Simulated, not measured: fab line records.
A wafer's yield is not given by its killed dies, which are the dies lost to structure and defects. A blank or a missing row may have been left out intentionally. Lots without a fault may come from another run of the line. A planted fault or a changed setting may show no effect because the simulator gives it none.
Split-lot experiment	flow n5-finfet	on a route of 1938 steps: 7 lots, 39 wafers read

== THE SPLIT ITSELF ==
At N5_BEOL_M13_ILD_DEP_00 (deposits SiOC from DEMS/O2, target thk 837.92 nm, time 166.4 s), the setting time-s was moved away from the recipe's 166.4 s on 18 of the 39 wafers read, by -47.9% to +53.2%. This setting was run at the recipe's value on the other wafers.

There is no step in the file separating the split from the reading.

== THE READING ==
M13_ILD_THK in nanometres, read at N5_BEOL_M13_THK_MEAS_01. Fault-free wafers of this fab line usually give 836 nm, standard deviation 12 nm.

wafer	tool, chamber at the split	time-s as run, s	against the recipe	M13_ILD_THK, nm	against lot-mates on the recipe
L076.2	pecvd-04, 1	166.4	recipe	826	-
L076.3	pecvd-04, 2	166.4	recipe	819	-
L076.5	pecvd-04, 0	166.4	recipe	833	-
L082.1	pecvd-02, 0	116	-30.3%	584	-260
L082.2	pecvd-02, 1	116	-30.3%	601	-243
L082.3	pecvd-02, 2	166.4	recipe	837	-
L082.4	pecvd-02, 2	166.4	recipe	845	-
L082.5	pecvd-02, 1	116	-30.3%	594	-250
L082.6	pecvd-02, 0	166.4	recipe	851	-
L086.1	pecvd-02, 0	166.4	recipe	844	-
L086.2	pecvd-02, 2	166.4	recipe	829	-
L086.3	pecvd-02, 1	254.9	+53.2%	1282	+440
L086.4	pecvd-02, 0	254.9	+53.2%	1291	+449
L086.5	pecvd-02, 2	254.9	+53.2%	1286	+444
L086.6	pecvd-02, 1	166.4	recipe	854	-
L091.1	pecvd-03, 2	166.4	recipe	839	-
L091.2	pecvd-03, 1	166.4	recipe	820	-
L091.3	pecvd-03, 0	166.4	recipe	826	-
L091.4	pecvd-03, 0	194.4	+16.8%	978	+150
L091.5	pecvd-03, 2	194.4	+16.8%	995	+167
L091.6	pecvd-03, 1	194.4	+16.8%	987	+159
L092.1	pecvd-02, 1	204	+22.6%	1025	+177
L092.2	pecvd-02, 0	204	+22.6%	1015	+167
L092.3	pecvd-02, 2	204	+22.6%	1017	+169
L092.4	pecvd-02, 0	166.4	recipe	839	-
L092.5	pecvd-02, 1	166.4	recipe	850	-
L092.6	pecvd-02, 2	166.4	recipe	855	-
L093.1	pecvd-03, 1	92.2	-44.6%	451	-372
L093.2	pecvd-03, 0	92.2	-44.6%	442	-381
L093.3	pecvd-03, 2	166.4	recipe	830	-
L093.4	pecvd-03, 0	166.4	recipe	823	-
L093.5	pecvd-03, 2	92.2	-44.6%	461	-362
L093.6	pecvd-03, 1	166.4	recipe	815	-
L097.1	pecvd-03, 0	166.4	recipe	826	-
L097.2	pecvd-03, 2	86.7	-47.9%	444	-388
L097.3	pecvd-03, 1	166.4	recipe	825	-
L097.4	pecvd-03, 2	86.7	-47.9%	440	-392
L097.5	pecvd-03, 0	86.7	-47.9%	433	-399
L097.6	pecvd-03, 1	166.4	recipe	845	-

FIT RESULTS
A straight line over all 39 wafers: M13_ILD_THK changes by +8.41 nm for each +1% of time-s; r = +1.00; the points scatter about the line by 11 nm.
The same after taking each lot's own level away (the mean of its wafers on the recipe; 39 wafers): +8.29 nm for each +1%; r = +1.00; scatter 10 nm.
On that fit, the largest move of time-s shifts the reading by 4.4e+02 nm.
The lots' own levels span 822.7 to 848.0 nm, that is 2.1 times the standard deviation above.
The two slopes agree, so the slope changes little with the lot-to-lot level.
Check: +442 nm against its lot-mates is what the line predicts for one of the wafers moved furthest among these (+53.2%) when that wafer is left out of the fit. It came out at +440 nm against them.

== THE WHOLE CHAIN: every reading that the file lists as answering this split, in the file's order ==
step	what it does	reading	change (the file's fit)	r (the file's)
N5_BEOL_M13_ILD_DEP_00	deposits SiOC from DEMS/O2, target thk 837.92 nm, time 166.4 s	SiOC_of_BEOL_M13_ILD_DEP_00.thk-nm (the simulator's own value, which no gauge read)	+8.29 nm for each +1% of the setting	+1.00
N5_BEOL_M13_THK_MEAS_01		M13_ILD_THK	+8.29 for each +1% of the setting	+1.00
N5_BEOL_M13_VIA_ETCH_16	etches SiOC in C4F8/O2/Ar, target depth 921.7 nm	etch.depth-nm (the simulator's own value, which no gauge read)	+8.29 nm for each +1% of the setting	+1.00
N5_BEOL_M13_VIA_ETCH_16	etches SiOC in C4F8/O2/Ar, target depth 921.7 nm	coat_of_BEOL_M13_COAT_04.thk-nm (the simulator's own value, which no gauge read)	-2.08 nm for each +1% of the setting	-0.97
N5_BEOL_M13_STRIP_63	strips in N2/H2	oes-product-au	not straight: 0.754 at the lowest setting, 0.676 at the recipe, 0.229 at the highest	not given
N5_BEOL_M13_STRIP_63	strips in N2/H2	strip-time-to-endpoint-s	not straight: withheld at the lowest setting, withheld at the recipe, withheld at the highest	not given

== THE FILE'S OWN FIT ==
M13_ILD_THK changes by +8.29 nm for each +1% of time-s, r = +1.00.
